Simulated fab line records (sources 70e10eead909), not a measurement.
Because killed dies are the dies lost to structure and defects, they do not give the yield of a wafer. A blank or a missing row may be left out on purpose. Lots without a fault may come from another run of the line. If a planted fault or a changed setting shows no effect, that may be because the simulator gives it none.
fab line records | flow nandHarc | part 1 of 2: steps 1 to 4 of 6
[record] lots = 23 | wafers = 69 | lastDay = 33
route steps=1302 shown A_STAIRCASE@749 A_SGD_CUT@902
lots untouched by any fault: they come from a run of this same line in which no faults occurred
startH: hours from the record's opening day to when the first of the lot's shown wafers began | waitH: hours from the lot's prior step to this one | " identical to the entry in the row above | L1.1+2: several wafers, shown together as one row | - value missing, or start not given | * or withheld: withheld | < > ~ a bound
route shown NAME@n: a module of which the file shows steps, and the number in the route of the first | usual: the fault-free wafers' mean and standard deviation | same: alike in all rows | chamber/n: place in a boat | sites: the reading at each site | _std_site: the standard deviation of these | _edge_site: mean of outer sites minus mean of inner sites | radiusMm: how far each site lies from the wafer's centre | mask NAME#n: copy n | behind: the tool/chamber that last shaped the wafer | hold: reason for holding the lot/hours on hold/outcome of the hold | device: names the non-switching transistor (n, p or np) | end of line: tests of these same wafers at the route's end | step lacking rows: just its recipe | killed: at the first sort, the dies lost to defects and structure; wafer yield is something else | map: the dies of a wafer, with x for killed, . for not killed, _ for no die there
set.NAME: the setting that was run; set.NAME@STEP: the one run at that earlier step | model.NAME: the simulator's own value behind a step, which no gauge read
steps of the route over a sample of lots; a table a step, a row a wafer
services: when a tool's chamber went out of use (startH, in hours from the record's first day, below 0 if earlier), for how many hours, and the reason
[[steps]]
[step NHARC_A_STAIRCASE_TRIM_235]
[recipe] timeS = 211.2 | o2FlowSccm = 500 | arFlowSccm = 0 | biasW = 0 | chemistry = O2
[usual] drypumpMotorCurrentA = 5.6/0.31 | oesProductAu = 1.001/0.0084 | rfVppV = 57.9/0.86 | showerheadPlenumPTorr = 3.57/0.13 | throttleValvePct = 17.036/0.0087
[same] biasW = 0
lot.wafer | tool       | chamber | startH | waitH | drypumpMotorCurrentA | oesProductAu | rfHoursCounterH | rfVppV | showerheadPlenumPTorr | throttleValvePct
L074.4    | rieDiel-07 | 1       | -      | -     | 5.5                  | 0.988        | 16              | 58.8   | 3.48                  | 17.016
L074.3    | "          | 3       | "      | "     | 6.0                  | 1.004        | 21              | 58.0   | 3.60                  | 17.038
L074.6    | "          | 0       | "      | "     | 5.8                  | 1.005        | -               | 58.0   | 3.68                  | 17.038
L076.4    | rieDiel-07 | 2       | -      | -     | 5.7                  | 0.999        | 22              | 57.5   | 3.51                  | 17.038
L076.6    | "          | 0       | "      | "     | 5.8                  | 1.005        | -               | 58.8   | 3.67                  | 17.035
L076.5    | "          | 1       | "      | "     | 5.5                  | 0.991        | -               | 57.7   | 3.47                  | 17.021
L075.3    | rieDiel-07 | 3       | -      | -     | 6.0                  | 1.007        | 28              | 58.2   | 3.60                  | 17.036
L075.4    | "          | 3       | "      | "     | 6.0                  | 0.999        | -               | 57.0   | 3.60                  | 17.034
L075.5    | "          | 2       | "      | "     | 5.6                  | 1.000        | -               | 57.2   | 3.51                  | 17.034
L077.4    | rieDiel-04 | 2       | -      | -     | 5.8                  | 1.013        | 8               | 57.0   | 3.75                  | 17.043
L077.1    | "          | 3       | "      | "     | 5.3                  | 0.999        | 10              | 58.5   | 3.63                  | 17.051
L077.2    | "          | 1       | "      | "     | 4.8                  | 1.015        | 10              | 58.2   | 3.37                  | 17.047
L078.4    | rieDiel-08 | 0       | -      | -     | 5.3                  | 1.015        | 12              | 58.0   | 3.73                  | 17.044
L078.2    | "          | 1       | "      | "     | 6.0                  | 1.009        | 11              | 57.7   | 3.80                  | 17.034
L078.6    | "          | 3       | "      | "     | 5.7                  | 1.009        | -               | 57.8   | 3.45                  | 17.052
L079.1    | rieDiel-04 | 1       | -      | -     | 4.8                  | 1.015        | 15              | 58.9   | 3.37                  | 17.040
L079.3    | "          | 3       | "      | "     | 5.3                  | 1.007        | 15              | 57.0   | 3.63                  | 17.026
L079.5    | "          | 1       | "      | "     | 4.8                  | 1.006        | -               | 57.3   | 3.37                  | 17.045
L080.1    | rieDiel-08 | 1       | -      | -     | 6.0                  | 0.998        | 14              | 58.9   | 3.80                  | 17.025
L080.4    | "          | 3       | "      | "     | 5.7                  | 0.999        | 13              | 57.7   | 3.45                  | 17.037
L080.5    | "          | 1       | "      | "     | 6.0                  | 0.997        | -               | 59.0   | 3.80                  | 17.028
L081.4    | rieDiel-07 | 3       | -      | -     | 6.0                  | 0.987        | 51              | 56.5   | 3.59                  | 17.034
L081.1    | "          | 1       | "      | "     | 5.5                  | 0.989        | 39              | 57.8   | 3.46                  | 17.024
L081.2    | "          | 2       | "      | "     | 5.6                  | 0.991        | 44              | 58.2   | 3.50                  | 17.031
L084.1    | rieDiel-08 | 1       | -      | -     | 6.0                  | 0.990        | 25              | 59.4   | 3.79                  | 17.036
L084.6    | "          | 0       | "      | "     | 5.3                  | 1.012        | -               | 57.8   | 3.72                  | 17.042
L084.5    | "          | 1       | "      | "     | 6.0                  | 1.004        | -               | 59.8   | 3.79                  | 17.034
L083.1    | rieDiel-04 | 1       | -      | -     | 4.8                  | 1.009        | 27              | 59.3   | 3.36                  | 17.047
L083.4    | "          | 2       | "      | "     | 5.8                  | 0.999        | 26              | 57.6   | 3.74                  | 17.042
L083.6    | "          | 0       | "      | "     | 5.9                  | 0.989        | -               | 57.1   | 3.52                  | 17.041
L085.3    | rieDiel-04 | 2       | -      | -     | 5.8                  | 1.003        | 33              | 59.4   | 3.74                  | 17.038
L085.1    | "          | 0       | "      | "     | 5.8                  | 0.992        | 33              | 56.4   | 3.52                  | 17.032
L085.5    | "          | 3       | "      | "     | 5.3                  | 1.009        | -               | 58.3   | 3.62                  | 17.036
L086.3    | rieDiel-04 | 0       | -      | -     | 5.8                  | 0.984        | 34              | 57.8   | 3.52                  | 17.053
L086.4    | "          | 1       | "      | "     | 4.8                  | 1.010        | 34              | 58.3   | 3.36                  | 17.025
L086.6    | "          | 2       | "      | "     | 5.8                  | 0.996        | -               | 57.7   | 3.74                  | 17.027
L087.4    | rieDiel-08 | 2       | -      | -     | 5.4                  | 1.011        | 38              | 57.0   | 3.37                  | 17.034
L087.2    | "          | 3       | "      | "     | 5.7                  | 1.001        | 39              | 57.9   | 3.43                  | 17.027
L087.6    | "          | 3       | "      | "     | 5.7                  | 0.998        | -               | 57.6   | 3.43                  | 17.045
L089.2    | rieDiel-04 | 3       | -      | -     | 5.3                  | 1.000        | 41              | 58.1   | 3.61                  | 17.048
L089.3    | "          | 0       | "      | "     | 5.8                  | 0.977        | 40              | 58.3   | 3.51                  | 17.046
L089.5    | "          | 2       | "      | "     | 5.8                  | 1.008        | -               | 57.9   | 3.73                  | 17.026
L088.2    | rieDiel-07 | 2       | -      | -     | 5.6                  | 0.998        | 9               | 57.4   | 3.49                  | 17.029
L088.6    | "          | 0       | "      | "     | 5.8                  | 0.994        | -               | 59.3   | 3.65                  | 17.034
L088.5    | "          | 1       | "      | "     | 5.5                  | 0.989        | -               | 58.9   | 3.45                  | 17.039
L091.3    | rieDiel-07 | 3       | -      | -     | 6.0                  | 1.005        | 16              | 58.0   | 3.57                  | 17.045
L091.2    | "          | 0       | "      | "     | 5.8                  | 1.003        | 18              | 57.3   | 3.64                  | 17.025
L091.5    | "          | 3       | "      | "     | 6.0                  | 1.016        | -               | 57.6   | 3.57                  | 17.052
L090.2    | rieDiel-07 | 2       | -      | -     | 5.6                  | 0.997        | 17              | 56.5   | 3.49                  | 17.042
L090.1    | "          | 0       | "      | "     | 5.8                  | 1.001        | 20              | 56.6   | 3.64                  | 17.026
L090.6    | "          | 2       | "      | "     | 5.6                  | 1.005        | -               | 57.4   | 3.49                  | 17.059
L092.4    | rieDiel-07 | 1       | -      | -     | 5.5                  | 0.993        | 26              | 57.5   | 3.44                  | 17.030
L092.5    | "          | 1       | "      | "     | 5.5                  | 0.998        | -               | 57.3   | 3.44                  | 17.049
L092.6    | "          | 2       | "      | "     | 5.6                  | 1.009        | -               | 57.9   | 3.48                  | 17.032
L093.4    | rieDiel-04 | 1       | -      | -     | 4.8                  | 1.003        | 2               | 57.3   | 3.35                  | 17.036
L093.5    | "          | 1       | "      | "     | 4.8                  | 1.009        | -               | 55.5   | 3.35                  | 17.035
L093.6    | "          | 2       | "      | "     | 5.8                  | 0.990        | -               | 58.7   | 3.72                  | 17.038
L094.3    | rieDiel-04 | 2       | -      | -     | 5.8                  | 1.010        | 5               | 57.8   | 3.72                  | 17.037
L094.1    | "          | 3       | "      | "     | 5.3                  | 1.003        | 1               | 56.9   | 3.61                  | 17.045
L094.4    | "          | 1       | "      | "     | 4.8                  | 1.011        | 3               | 56.8   | 3.35                  | 17.035
L096.2    | rieDiel-07 | 3       | -      | -     | 6.0                  | 0.993        | 31              | 58.0   | 3.56                  | 17.018
L096.5    | "          | 0       | "      | "     | 5.8                  | 0.994        | -               | 58.7   | 3.63                  | 17.041
L096.6    | "          | 1       | "      | "     | 5.5                  | 0.991        | -               | 58.9   | 3.44                  | 17.032
L095.1    | rieDiel-08 | 3       | -      | -     | 5.7                  | 1.000        | 7               | 57.9   | 3.42                  | 17.023
L095.2    | "          | 0       | "      | "     | 5.3                  | 1.003        | 8               | 58.1   | 3.70                  | 17.025
L095.6    | "          | 0       | "      | "     | 5.3                  | 1.008        | -               | 57.0   | 3.70                  | 17.039
L097.1    | rieDiel-08 | 1       | -      | -     | 6.0                  | 0.995        | 14              | 58.2   | 3.77                  | 17.029
L097.2    | "          | 2       | "      | "     | 5.4                  | 0.986        | 12              | 58.9   | 3.36                  | 17.026
L097.5    | "          | 3       | "      | "     | 5.7                  | 1.000        | -               | 57.3   | 3.42                  | 17.033
[step NHARC_A_STAIRCASE_STRIP_238]
[recipe] powerW = 1500 | tempC = 250 | chemistry = O2
[usual] drypumpMotorCurrentA = 5.47/0.3 | heaterPowerW = 340/17
lot.wafer | tool           | chamber | startH | waitH | drypumpMotorCurrentA | heaterPowerW | rfHoursCounterH
L074.3    | plasmaAsher-02 | 0       | 359.27 | 0.2   | 5.76                 | 325          | -
L074.4    | "              | 1       | "      | "     | 5.85                 | 322          | -
L074.6    | "              | 0       | "      | "     | 5.76                 | 330          | -
L076.4    | plasmaAsher-02 | 0       | 374.14 | 0.2   | 5.78                 | 317          | -
L076.5    | "              | 0       | "      | "     | 5.79                 | 326          | -
L076.6    | "              | 1       | "      | "     | 5.81                 | 332          | -
L075.3    | plasmaAsher-01 | 0       | 375.50 | 0.2   | 5.34                 | 350          | -
L075.4    | "              | 1       | "      | "     | 5.15                 | 346          | -
L075.5    | "              | 0       | "      | "     | 5.32                 | 341          | -
L077.2    | plasmaAsher-01 | 1       | 390.26 | 0.1   | 5.12                 | 329          | 8
L077.1    | "              | 0       | "      | "     | 5.36                 | 354          | 8
L077.4    | "              | 1       | "      | "     | 5.11                 | 351          | -
L078.2    | plasmaAsher-02 | 1       | 404.76 | 0.1   | 5.84                 | 333          | 31
L078.4    | "              | 0       | "      | "     | 5.76                 | 330          | -
L078.6    | "              | 1       | "      | "     | 5.85                 | 330          | -
L079.1    | plasmaAsher-01 | 0       | 416.70 | 0.1   | 5.35                 | 347          | 14
L079.3    | "              | 1       | "      | "     | 5.10                 | 340          | -
L079.5    | "              | 0       | "      | "     | 5.32                 | 350          | -
L080.1    | plasmaAsher-01 | 0       | 418.14 | 0.1   | 5.33                 | 350          | 14
L080.4    | "              | 0       | "      | "     | 5.36                 | 337          | -
L080.5    | "              | 1       | "      | "     | 5.08                 | 339          | -
L081.2    | plasmaAsher-01 | 0       | 432.91 | 0.1   | 5.34                 | 357          | 17
L081.1    | "              | 1       | "      | "     | 5.11                 | 339          | 17
L081.4    | "              | 0       | "      | "     | 5.37                 | 349          | -
L084.1    | plasmaAsher-02 | 0       | 460.30 | 0.1   | 5.77                 | 326          | 5
L084.5    | "              | 0       | "      | "     | 5.79                 | 317          | -
L084.6    | "              | 1       | "      | "     | 5.83                 | 331          | -
L083.1    | plasmaAsher-02 | 1       | 460.93 | 0.1   | 5.85                 | 334          | 5
L083.4    | "              | 1       | "      | "     | 5.86                 | 329          | -
L083.6    | "              | 0       | "      | "     | 5.78                 | 315          | -
L085.1    | plasmaAsher-01 | 1       | 474.98 | 0.1   | 5.06                 | 347          | 26
L085.3    | "              | 1       | "      | "     | 5.16                 | 338          | -
L085.5    | "              | 1       | "      | "     | 5.10                 | 350          | -
L086.4    | plasmaAsher-02 | 1       | 475.29 | 0.2   | 5.83                 | 344          | -
L086.3    | "              | 0       | "      | "     | 5.78                 | 314          | -
L086.6    | "              | 0       | "      | "     | 5.75                 | 327          | -
L087.2    | plasmaAsher-01 | 0       | 492.79 | 0.1   | 5.35                 | 356          | 30
L087.4    | "              | 1       | "      | "     | 5.18                 | 347          | -
L087.6    | "              | 0       | "      | "     | 5.34                 | 353          | -
L089.2    | plasmaAsher-02 | 1       | 499.94 | 0.1   | 5.83                 | 333          | 14
L089.3    | "              | 1       | "      | "     | 5.81                 | 335          | -
L089.5    | "              | 0       | "      | "     | 5.75                 | 305          | -
L088.2    | plasmaAsher-01 | 0       | 506.30 | 0.1   | 5.34                 | 346          | 34
L088.6    | "              | 0       | "      | "     | 5.33                 | 345          | -
L088.5    | "              | 1       | "      | "     | 5.13                 | 349          | -
L091.2    | plasmaAsher-01 | 1       | 530.05 | 0.1   | 5.12                 | 335          | 0
L091.3    | "              | 0       | "      | "     | 5.35                 | 367          | -
L091.5    | "              | 1       | "      | "     | 5.15                 | 339          | -
L090.2    | plasmaAsher-02 | 1       | 535.98 | 0.1   | 5.85                 | 341          | 22
L090.1    | "              | 0       | "      | "     | 5.81                 | 319          | 22
L090.6    | "              | 0       | "      | "     | 5.77                 | 323          | -
L092.4    | plasmaAsher-01 | 1       | 548.42 | 0.2   | 5.14                 | 337          | -
L092.6    | "              | 0       | "      | "     | 5.31                 | 382          | -
L092.5    | "              | 1       | "      | "     | 5.15                 | 336          | -
L093.4    | plasmaAsher-01 | 0       | 549.79 | 0.2   | 5.33                 | 387          | -
L093.6    | "              | 0       | "      | "     | 5.31                 | 365          | -
L093.5    | "              | 1       | "      | "     | 5.12                 | 341          | -
L094.1    | plasmaAsher-02 | 0       | 551.47 | 0.1   | 5.80                 | 312          | 26
L094.4    | "              | 1       | "      | "     | 5.83                 | 337          | -
L094.3    | "              | 0       | "      | "     | 5.80                 | 317          | -
L096.2    | plasmaAsher-01 | 1       | 574.72 | 0.1   | 5.10                 | 335          | 9
L096.5    | "              | 0       | "      | "     | 5.34                 | 372          | -
L096.6    | "              | 1       | "      | "     | 5.13                 | 344          | -
L095.1    | plasmaAsher-02 | 0       | 574.83 | 0.1   | 5.79                 | 317          | 31
L095.2    | "              | 1       | "      | "     | 5.81                 | 333          | 31
L095.6    | "              | 0       | "      | "     | 5.76                 | 312          | -
L097.1    | plasmaAsher-01 | 1       | 593.13 | 0.1   | 5.09                 | 347          | 13
L097.2    | "              | 0       | "      | "     | 5.32                 | 387          | 13
L097.5    | "              | 0       | "      | "     | 5.35                 | 374          | -
[step NHARC_A_STAIRCASE_STRIP_476]
[recipe] timeS = 20 | o2FlowSccm = 500 | arFlowSccm = 0 | biasW = 0 | chemistry = O2
[usual] drypumpMotorCurrentA = 5.6/0.37 | oesProductAu = 1.003/0.0079 | rfVppV = 57.7/0.9 | showerheadPlenumPTorr = 3.55/0.15 | throttleValvePct = 17.037/0.01
[same] biasW = 0
lot.wafer | tool       | chamber | startH | waitH | drypumpMotorCurrentA | oesProductAu | rfHoursCounterH | rfVppV | showerheadPlenumPTorr | throttleValvePct
L074.4    | rieDiel-04 | 0       | 384.49 | 0.1   | 5.8                  | 1.001        | 10              | 58.8   | 3.53                  | 17.049
L074.3    | "          | 3       | "      | "     | 5.3                  | 1.012        | 9               | 59.4   | 3.63                  | 17.019
L074.6    | "          | 1       | "      | "     | 4.8                  | 1.009        | -               | 56.7   | 3.37                  | 17.032
L075.3    | rieDiel-04 | 1       | 399.91 | 0.1   | 4.8                  | 1.008        | 11              | 57.8   | 3.37                  | 17.059
L075.4    | "          | 0       | "      | "     | 5.8                  | 0.994        | 13              | 57.5   | 3.53                  | 17.026
L075.5    | "          | 1       | "      | "     | 4.8                  | 1.017        | -               | 57.4   | 3.37                  | 17.037
L076.4    | rieDiel-07 | 0       | 403.90 | 0.1   | 5.8                  | 1.007        | 33              | 55.8   | 3.67                  | 17.026
L076.5    | "          | 2       | "      | "     | 5.6                  | 1.002        | -               | 58.8   | 3.51                  | 17.023
L076.6    | "          | 3       | "      | "     | 6.1                  | 1.012        | -               | 59.6   | 3.59                  | 17.040
L077.1    | rieDiel-04 | 1       | 413.38 | 0.1   | 4.8                  | 1.009        | 13              | 57.1   | 3.37                  | 17.029
L077.2    | "          | 2       | "      | "     | 5.8                  | 1.010        | 12              | 57.8   | 3.75                  | 17.038
L077.4    | "          | 0       | "      | "     | 5.8                  | 1.004        | 16              | 58.6   | 3.53                  | 17.014
L078.2    | rieDiel-08 | 1       | 427.28 | 0.1   | 6.0                  | 1.013        | 17              | 58.6   | 3.80                  | 17.047
L078.4    | "          | 3       | "      | "     | 5.7                  | 1.004        | 16              | 56.6   | 3.45                  | 17.032
L078.6    | "          | 1       | "      | "     | 6.0                  | 1.004        | -               | 57.5   | 3.80                  | 17.029
L079.3    | rieDiel-04 | 2       | 437.21 | 0.1   | 5.8                  | 0.994        | 19              | 60.1   | 3.74                  | 17.051
L079.1    | "          | 0       | "      | "     | 5.9                  | 1.004        | 22              | 57.9   | 3.52                  | 17.038
L079.5    | "          | 3       | "      | "     | 5.3                  | 1.002        | -               | 57.9   | 3.63                  | 17.050
L080.4    | rieDiel-08 | 2       | 439.04 | 0.1   | 5.4                  | 1.007        | 16              | 59.0   | 3.38                  | 17.047
L080.1    | "          | 0       | "      | "     | 5.3                  | 1.013        | 20              | 56.1   | 3.73                  | 17.043
L080.5    | "          | 2       | "      | "     | 5.4                  | 1.005        | -               | 57.7   | 3.38                  | 17.045
L081.4    | rieDiel-07 | 2       | 458.30 | 0.1   | 5.6                  | 0.997        | 51              | 60.2   | 3.50                  | 17.050
L081.2    | "          | 3       | "      | "     | 6.0                  | 1.005        | 59              | 57.4   | 3.58                  | 17.047
L081.1    | "          | 0       | "      | "     | 5.8                  | 1.012        | 55              | 59.0   | 3.66                  | 17.044
L084.1    | rieDiel-08 | 1       | 482.70 | 0.1   | 6.0                  | 0.993        | 34              | 59.1   | 3.79                  | 17.029
L084.5    | "          | 2       | "      | "     | 5.4                  | 1.014        | -               | 58.7   | 3.37                  | 17.046
L084.6    | "          | 3       | "      | "     | 5.7                  | 1.002        | -               | 56.9   | 3.44                  | 17.028
L083.1    | rieDiel-08 | 0       | 484.13 | 0.1   | 5.3                  | 1.003        | 35              | 58.3   | 3.72                  | 17.025
L083.4    | "          | 1       | "      | "     | 6.0                  | 0.992        | 34              | 57.9   | 3.79                  | 17.033
L083.6    | "          | 3       | "      | "     | 5.7                  | 0.998        | -               | 58.5   | 3.44                  | 17.032
L085.1    | rieDiel-08 | 0       | 498.68 | 0.1   | 5.3                  | 0.996        | 38              | 58.4   | 3.72                  | 17.037
L085.3    | "          | 1       | "      | "     | 6.0                  | 1.010        | 38              | 58.4   | 3.79                  | 17.048
L085.5    | "          | 3       | "      | "     | 5.7                  | 0.998        | -               | 56.8   | 3.43                  | 17.034
L086.4    | rieDiel-07 | 3       | 501.75 | 0.1   | 6.0                  | 1.009        | 6               | 58.3   | 3.58                  | 17.025
L086.3    | "          | 0       | "      | "     | 5.8                  | 1.000        | 8               | 58.4   | 3.65                  | 17.039
L086.6    | "          | 3       | "      | "     | 6.0                  | 1.001        | -               | 58.2   | 3.58                  | 17.036
L087.4    | rieDiel-04 | 1       | 517.45 | 0.1   | 4.8                  | 1.000        | 46              | 57.4   | 3.35                  | 17.045
L087.2    | "          | 2       | "      | "     | 5.8                  | 0.987        | 46              | 57.9   | 3.73                  | 17.033
L087.6    | "          | 0       | "      | "     | 5.8                  | 0.983        | -               | 56.8   | 3.51                  | 17.034
L089.2    | rieDiel-08 | 1       | 524.80 | 0.1   | 6.0                  | 0.989        | 47              | 57.4   | 3.78                  | 17.041
L089.3    | "          | 0       | "      | "     | 5.3                  | 1.003        | 48              | 56.9   | 3.71                  | 17.042
L089.5    | "          | 2       | "      | "     | 5.4                  | 0.991        | -               | 56.5   | 3.37                  | 17.034
L088.2    | rieDiel-04 | 0       | 527.52 | 0.1   | 5.9                  | 0.989        | 49              | 56.9   | 3.51                  | 17.044
L088.6    | "          | 1       | "      | "     | 4.8                  | 1.010        | -               | 57.0   | 3.35                  | 17.046
L088.5    | "          | 2       | "      | "     | 5.8                  | 0.984        | -               | 58.8   | 3.73                  | 17.029
L091.2    | rieDiel-04 | 1       | 552.55 | 0.1   | 4.8                  | 1.003        | 4               | 57.2   | 3.35                  | 17.048
L091.3    | "          | 2       | "      | "     | 5.8                  | 1.004        | 5               | 57.9   | 3.72                  | 17.035
L091.5    | "          | 0       | "      | "     | 5.8                  | 1.008        | -               | 59.3   | 3.51                  | 17.041
L090.1    | rieDiel-08 | 0       | 558.15 | 0.1   | 5.3                  | 1.010        | 0               | 58.3   | 3.70                  | 17.039
L090.2    | "          | 1       | "      | "     | 6.0                  | 1.010        | 1               | 59.1   | 3.78                  | 17.051
L090.6    | "          | 0       | "      | "     | 5.3                  | 1.010        | -               | 58.8   | 3.70                  | 17.029
L092.4    | rieDiel-08 | 0       | 577.57 | 0.1   | 5.3                  | 1.004        | 9               | 58.0   | 3.70                  | 17.021
L092.5    | "          | 1       | "      | "     | 6.0                  | 0.991        | -               | 57.8   | 3.77                  | 17.053
L092.6    | "          | 2       | "      | "     | 5.4                  | 0.992        | -               | 58.2   | 3.36                  | 17.048
L093.4    | rieDiel-04 | 1       | 578.59 | 0.1   | 4.8                  | 1.014        | 13              | 59.0   | 3.34                  | 17.042
L093.5    | "          | 2       | "      | "     | 5.8                  | 1.003        | -               | 57.4   | 3.72                  | 17.039
L093.6    | "          | 3       | "      | "     | 5.3                  | 1.005        | -               | 56.8   | 3.60                  | 17.035
L094.1    | rieDiel-04 | 0       | 580.42 | 0.1   | 5.8                  | 0.999        | 15              | 59.2   | 3.50                  | 17.042
L094.4    | "          | 1       | "      | "     | 4.8                  | 1.011        | 13              | 58.1   | 3.35                  | 17.018
L094.3    | "          | 2       | "      | "     | 5.8                  | 0.997        | 13              | 58.2   | 3.72                  | 17.054
L096.2    | rieDiel-08 | 1       | 598.68 | 0.1   | 6.0                  | 0.997        | 15              | 59.3   | 3.77                  | 17.037
L096.6    | "          | 0       | "      | "     | 5.3                  | 0.993        | -               | 57.3   | 3.70                  | 17.043
L096.5    | "          | 1       | "      | "     | 6.0                  | 0.985        | -               | 57.2   | 3.77                  | 17.038
L095.2    | rieDiel-04 | 2       | 602.58 | 0.1   | 5.8                  | 1.002        | 19              | 57.6   | 3.71                  | 17.015
L095.1    | "          | 3       | "      | "     | 5.3                  | 1.004        | 16              | 57.4   | 3.60                  | 17.024
L095.6    | "          | 2       | "      | "     | 5.8                  | 1.000        | -               | 58.8   | 3.71                  | 17.037
L097.2    | rieDiel-07 | 0       | 615.78 | 0.1   | 5.8                  | 1.003        | 49              | 57.5   | 3.62                  | 17.038
L097.1    | "          | 1       | "      | "     | 5.5                  | 0.992        | 46              | 57.3   | 3.43                  | 17.042
L097.5    | "          | 3       | "      | "     | 6.0                  | 1.010        | -               | 58.0   | 3.56                  | 17.032
[step NHARC_A_STAIRCASE_ETCH_444]
[recipe] targetDepthA = 2.04e+05 | timeS = 6800 | c4f8FlowSccm = 20 | o2FlowSccm = 10 | arFlowSccm = withheld | rfW = 600 | biasW = 1000 | chemistry = C4F8/O2
[usual] biasW = 999.8/2.8 | oesProductAu = 0.932/0.017 | rfVppV = 807/4.3
lot.wafer | tool       | chamber | startH | waitH | biasW  | oesProductAu | rfHoursCounterH | rfVppV
L074.3    | rieDiel-04 | 2       | 425.87 | 0.1   | 997.3  | 0.926        | 16              | 814
L074.4    | "          | 0       | "      | "     | 1004.9 | 0.924        | 20              | 807
L074.6    | "          | 2       | "      | "     | 999.6  | 0.918        | -               | 814
L075.3    | rieDiel-07 | 1       | 439.08 | 0.5   | 994.9  | 0.916        | 40              | 805
L075.4    | "          | 3       | "      | "     | 997.2  | 0.934        | 53              | 808
L075.5    | "          | 1       | "      | "     | 995.9  | 0.915        | -               | 806
L076.4    | rieDiel-08 | 3       | 439.55 | 0.5   | 997.8  | 0.923        | 19              | 804
L076.5    | "          | 2       | 440.99 | 2.0   | 1000.6 | 0.930        | -               | 801
L076.6    | "          | 3       | "      | "     | 999.9  | 0.923        | -               | 805
L077.2    | rieDiel-07 | 0       | 449.24 | 0.1   | 1001.8 | 0.914        | 50              | 811
L077.4    | "          | 2       | "      | "     | 998.1  | 0.921        | 49              | 806
L077.1    | "          | 3       | "      | "     | 1001.2 | 0.930        | 56              | 809
L078.2    | rieDiel-07 | 2       | 462.77 | 0.1   | 996.5  | 0.922        | 53              | 806
L078.4    | "          | 3       | 465.26 | 2.5   | 996.7  | 0.929        | -               | 809
L078.6    | "          | 0       | "      | "     | 1002.8 | 0.929        | -               | 812
L080.4    | rieDiel-04 | 0       | 476.58 | 1.0   | 1000.8 | 0.913        | 35              | 807
L080.1    | "          | 1       | "      | "     | 998.1  | 0.935        | 35              | 801
L080.5    | "          | 3       | "      | "     | 992.9  | 0.932        | -               | 811
L079.3    | rieDiel-08 | 0       | 476.75 | 1.0   | 1001.6 | 0.937        | 33              | 813
L079.1    | "          | 1       | "      | "     | 998.1  | 0.918        | 32              | 814
L079.5    | "          | 3       | "      | "     | 999.1  | 0.919        | -               | 804
L081.4    | rieDiel-07 | 1       | 493.61 | 0.1   | 1000.0 | 0.942        | 5               | 805
L081.1    | "          | 3       | "      | "     | 1003.5 | 0.964        | 4               | 809
L081.2    | "          | 0       | "      | "     | 1001.0 | 0.954        | 5               | 811
L083.1    | rieDiel-08 | 0       | 519.18 | 0.1   | 998.2  | 0.924        | 45              | 814
L083.4    | "          | 3       | 520.60 | 1.5   | 997.9  | 0.930        | 49              | 803
L083.6    | "          | 1       | "      | "     | 998.4  | 0.930        | -               | 815
L084.1    | rieDiel-07 | 3       | 519.41 | 0.1   | 998.4  | 0.937        | 11              | 809
L084.5    | "          | 3       | 521.29 | 2.0   | 1001.9 | 0.949        | -               | 807
L084.6    | "          | 0       | "      | "     | 996.1  | 0.950        | -               | 810
L086.4    | rieDiel-08 | 3       | 535.60 | 0.6   | 999.4  | 0.923        | 53              | 803
L086.3    | "          | 1       | "      | "     | 997.0  | 0.919        | 50              | 814
L086.6    | "          | 3       | "      | "     | 1004.9 | 0.927        | -               | 805
L085.3    | rieDiel-08 | 1       | 538.94 | 3.9   | 998.3  | 0.912        | 52              | 814
L085.1    | "          | 2       | "      | "     | 996.3  | 0.925        | 54              | 802
L085.5    | "          | 0       | "      | "     | 1005.3 | 0.924        | -               | 813
L088.2    | rieDiel-07 | 0       | 559.17 | 0.1   | 1003.8 | 0.930        | 30              | 810
L088.5    | "          | 0       | 561.08 | 1.9   | 1007.7 | 0.921        | -               | 809
L088.6    | "          | 1       | "      | "     | 996.7  | 0.928        | -               | 804
L089.3    | rieDiel-08 | 0       | 559.33 | 0.1   | 1002.0 | 0.985        | 1               | 813
L089.2    | "          | 2       | "      | "     | 1000.1 | 0.975        | 2               | 802
L089.5    | "          | 0       | "      | "     | 1002.2 | 0.997        | -               | 812
L087.4    | rieDiel-04 | 2       | 560.08 | 1.0   | 1000.9 | 0.964        | 6               | 813
L087.2    | "          | 3       | "      | "     | 995.3  | 0.976        | 3               | 809
L087.6    | "          | 1       | "      | "     | 999.7  | 0.981        | -               | 800
L091.2    | rieDiel-04 | 0       | 589.16 | 0.1   | 1000.2 | 0.920        | 17              | 805
L091.3    | "          | 3       | 590.59 | 1.5   | 1004.6 | 0.916        | 13              | 809
L091.5    | "          | 1       | "      | "     | 996.0  | 0.937        | -               | 803
L090.1    | rieDiel-07 | 0       | 598.72 | 0.5   | 999.8  | 0.926        | 43              | 810
L090.2    | "          | 1       | "      | "     | 999.0  | 0.916        | 42              | 803
L090.6    | "          | 0       | 600.63 | 2.4   | 998.4  | 0.913        | -               | 811
L094.4    | rieDiel-07 | 3       | 618.55 | 0.1   | 1002.2 | 0.928        | 45              | 809
L094.3    | "          | 0       | "      | "     | 1001.6 | 0.929        | 50              | 809
L094.1    | "          | 1       | "      | "     | 998.1  | 0.915        | 47              | 803
L093.4    | rieDiel-04 | 3       | 619.67 | 1.0   | 999.3  | 0.917        | 21              | 810
L093.6    | "          | 1       | "      | "     | 994.9  | 0.927        | -               | 802
L093.5    | "          | 2       | "      | "     | 1002.5 | 0.918        | -               | 813
L092.4    | rieDiel-08 | 2       | 620.37 | 1.6   | 994.3  | 0.926        | 19              | 800
L092.6    | "          | 3       | "      | "     | 998.3  | 0.922        | -               | 803
L092.5    | "          | 0       | "      | "     | 1001.3 | 0.922        | -               | 813
L095.2    | rieDiel-07 | 2       | 636.89 | 0.1   | 997.2  | 0.924        | 49              | 806
L095.1    | "          | 1       | 638.29 | 1.5   | 1001.7 | 0.909        | 53              | 803
L095.6    | "          | 3       | "      | "     | 1000.6 | 0.927        | -               | 808
L096.2    | rieDiel-04 | 3       | 638.16 | 1.5   | 996.5  | 0.929        | 29              | 809
L096.6    | "          | 0       | "      | "     | 1001.7 | 0.923        | -               | 805
L096.5    | "          | 1       | "      | "     | 997.4  | 0.937        | -               | 800
L097.1    | rieDiel-04 | 0       | 653.52 | 0.1   | 1004.5 | 0.926        | 45              | 807
L097.2    | "          | 1       | "      | "     | 998.3  | 0.935        | 45              | 800
L097.5    | "          | 1       | 655.89 | 2.4   | 996.1  | 0.933        | -               | 798
